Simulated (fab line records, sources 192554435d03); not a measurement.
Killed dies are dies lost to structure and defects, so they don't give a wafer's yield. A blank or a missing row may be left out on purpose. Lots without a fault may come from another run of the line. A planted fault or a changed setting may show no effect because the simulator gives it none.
A struck lot beside a sound one | flow n5_finfet | 37 steps out of a route of 1938
Sound: wafers L837.1, L837.2, L837.3. Struck: wafers L827.2, L827.5, L827.6. The cause comes at the end.
At each step with rows: each side's tool, then ch and its chambers, then its first start. Under that, the readings that differ: sound wafers | struck wafers | difference of the means | sigmas: that difference in standard deviations of wafers without a fault.
alike: readings whose means differ by less than 2 such deviations, and words and numbers that are the same on both sides. not compared: withheld readings, readings that some wafer has no value for, bounds like >300 that may hide the same value, and numbers for which the record gives no deviation and whose values overlap.
The two part at a step that has a row with sigmas, a row that says differs or no value, or rows on one side only. Numbers that don't overlap but have no deviation are shown without sigmas and don't part them. A reading that every wafer of one side lacks parts them only if that side has two wafers or more.

first, 9 steps without rows for these wafers: N5_BEOL_M4_ANNEAL_95 (time 240 s); N5_BEOL_M4_SPUTTER_96 (material Cu, target thk 4.5 nm, time 8.29 s); N5_BEOL_M4_ECD_50 (material Cu, target thk 300 nm); N5_BEOL_M4_ANNEAL_51 (time 90 s); N5_BEOL_M4_CMP_52 (polishes, stops on SiOC, t overpolish 6.8 s, target thk 40 nm); N5_BEOL_M4_PRE_CLEAN_60 (time 15 s); N5_BEOL_M4_CO_CAP_55 (material Co, precursor CCTBA/H2, target thk 2 nm, time 102.1 s); N5_BEOL_M4_PRE_CLEAN_56 (time 15 s); N5_BEOL_M4_DEP_57 (deposits SiCN from 3MS/NH3, target thk 8 nm, time 14 s).
N5_BEOL_M4_RC_MEAS_101:
  sound on prober-02 ch 0, day 12 00:22; struck on prober-02 ch 0, day 10 02:10
  alike: DIBL_N, DIBL_P, IOFF_N, IOFF_P, ION_N, ION_P, SS_N, SS_P, VT_N, VT_P
then, 24 steps without rows for these wafers: N5_BEOL_M5_ILD_DEP_00 (deposits SiCOH lowk from DEMS/porogen, target thk 140.64 nm, time 25.9 s); N5_BEOL_M5_CURE_79 (cures SiCOH lowk, time 240 s); N5_BEOL_M5_PECVD_70 (deposits SiO2 from TEOS/O2, target thk 16 nm, time 18 s); N5_BEOL_M5_HM_DEP_02 (deposits TiN, target thk 20 nm); N5_BEOL_M5_COAT_59 (time 60 s, resist thk 60 nm); N5_BEOL_M5_COAT_60 (time 60 s, resist thk 12 nm); N5_BEOL_M5_COAT_71 (time 60 s, resist thk 5 nm); N5_BEOL_M5_COAT_05 (resist thk 30 nm); N5_BEOL_M5_EBR_07; N5_BEOL_M5_SOFTBAKE_06 (time 60 s); N5_BEOL_M5_EXPOSE_08 (exposes mask M5, target cd 28 nm); N5_BEOL_M5_PEB_09 (peb time 60 s); N5_BEOL_M5_DEVELOP_10 (develop time 30 s); N5_BEOL_M5_DESCUM_16 (chemistry O2, time 7 s); N5_BEOL_M5_ETCH_72 (etches underlayer in N2/H2, target depth 6.5 nm, time 5.2 s); N5_BEOL_M5_ETCH_61 (etches SiARC in CF4, target depth 15.6 nm, time 26 s); N5_BEOL_M5_ETCH_62 (etches SOC in N2/H2, target depth 75 nm, overetch 15 nm, time 112.5 s); N5_BEOL_M5_STRIP_63 (strips in N2/H2); N5_BEOL_M5_STRIP_73 (strips in N2/H2); N5_BEOL_M5_STRIP_64 (strips in CF4); N5_BEOL_M5_HM_OPEN_17 (chemistry Cl2/BCl3, target TiN, target depth 20 nm, overetch 6 nm); N5_BEOL_M5_STRIP_19 (strips in O2); N5_BEOL_M5_COAT_65 (time 60 s, resist thk 60 nm); N5_BEOL_M5_COAT_66 (time 60 s, resist thk 12 nm).
N5_BEOL_M6_ECD_50: material Cu, target thk 300 nm.
  sound on ecd_cu-02 ch 0,1, day 12 19:30; struck on ecd_cu-01 ch 0,1, day 10 22:45
N5_BEOL_M6_CMP_52: polishes, stops on SiCOH lowk, t overpolish 6.9 s, target thk 80 nm.
  sound on cmp-03 ch 0,2,3, day 12 19:56; struck on cmp-01 ch 0,2,3, day 10 23:13
  reading                | sound          | struck      | difference | sigmas
  time_to_endpoint_s (s) | 68.1 63.9 64.9 | 3.7 3.2 3.2 | -62.3      | -25
  alike: clearing_platen_rpm, motor_current_A
-- the record jumps here: 4 days lie between the struck wafers' starts before and after (it left off in module BEOL_M6 and takes up again in module PASSIVATION, whose first step shown is number 1936 of the route) --
N5_PASSIVATION_PROBE_49:
  sound on prober-01, day 16 14:41; struck on prober-01, day 14 13:48
  reading                  | sound | struck         | difference | sigmas
  defect_limited_yield (%) | 92.8  | 0 0 0          | -93        | -66
  killed_at_M4_up          | 13    | 1116 1059 1097 | +1078      | +99 or more
  killed_dies              | 85    | 1180 1180 1180 | +1095      | +64
  killed_on_rim            | 14    | 152 152 152    | +138       | +39
  sort_bin_5_function (%)  | 4.2   | 97.4 95.5 96.4 | +92.2      | +99 or more
  sort_n_pass              | 1095  | 0 0 0          | -1095      | -64
  sort_yield_pct (%)       | 92.8  | 0 0 0          | -93        | -66
  alike: killed_at_M0_to_M3, killed_at_contacts, killed_at_front_end, killed_at_other, killed_open, killed_short, sort_bin_6_memory

WHERE THEY PART
First at N5_BEOL_M6_CMP_52; last, within this record, at N5_PASSIVATION_PROBE_49.

WHY: what the simulator had put in
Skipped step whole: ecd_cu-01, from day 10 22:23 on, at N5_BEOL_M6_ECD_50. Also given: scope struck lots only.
